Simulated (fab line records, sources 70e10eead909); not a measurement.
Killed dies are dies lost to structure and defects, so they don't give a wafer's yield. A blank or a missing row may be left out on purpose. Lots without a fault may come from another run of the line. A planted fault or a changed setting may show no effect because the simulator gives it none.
Chamber matching | flow nand_harc | NHARC_A_CONTACT_DEP_58 on pecvd-01: 3 sister chambers
The step deposits SiON, target thk 60 nm. 16 wafers are shown with their chamber, then 8 later ones without.

WAFERS WITH THEIR CHAMBER
wafer  | chamber | heater_power_w (W)
L080.3 | 0       | 777
L080.4 | 0       | 780
L080.6 | 1       | 867
L090.1 | 2       | 885
L090.2 | 0       | 826
L090.5 | 0       | 803
L088.2 | 1       | 801
L088.4 | 2       | 868
L088.5 | 1       | 811
L091.3 | 2       | 823
L091.4 | 0       | 780
L091.5 | 2       | 813
L092.1 | 2       | 903
L092.2 | 1       | 762
L092.5 | 0       | 743
L092.3 | 0       | 766

SIGNATURES (means of the wafers above)
reading        | chamber 0 | chamber 1 | chamber 2 | scatter within a chamber
heater_power_w | 782.14    | 810.25    | 858.40    | 35
Rule: a wafer's distance from a chamber is the root of the sum, over the readings, of the square of ((its reading less the chamber's mean) divided by the reading's scatter). The wafer belongs to the nearest chamber; if the next one is less than 2 further off, it can't be placed. The scatter: the root of (the sum of the squares of (reading less its chamber's mean) over the shown wafers, divided by (wafers less chambers)).

WAFERS WITHOUT THEIR CHAMBER
wafer  | heater_power_w (W)
L092.4 | 769
L092.6 | 924
L096.3 | 868
L096.4 | 798
L096.5 | 911
L094.2 | 746
L094.3 | 821
L094.4 | 740

WHICH CHAMBER EACH WENT THROUGH
wafer  | from the rows above          | in truth
L092.4 | can't be placed: 0 or 1      | 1
L092.6 | can't be placed: 2 or 1      | 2
L096.3 | can't be placed: 2 or 1      | 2
L096.4 | can't be placed: 1 or 0 or 2 | 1
L096.5 | can't be placed: 2 or 1      | 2
L094.2 | can't be placed: 0 or 1      | 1
L094.3 | can't be placed: 1 or 2 or 0 | 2
L094.4 | can't be placed: 0 or 1      | 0
Placed correctly: 0 of 8. Can't be placed from these rows: 8 (the true chamber is among the candidates in 8). Placed wrongly: 0.
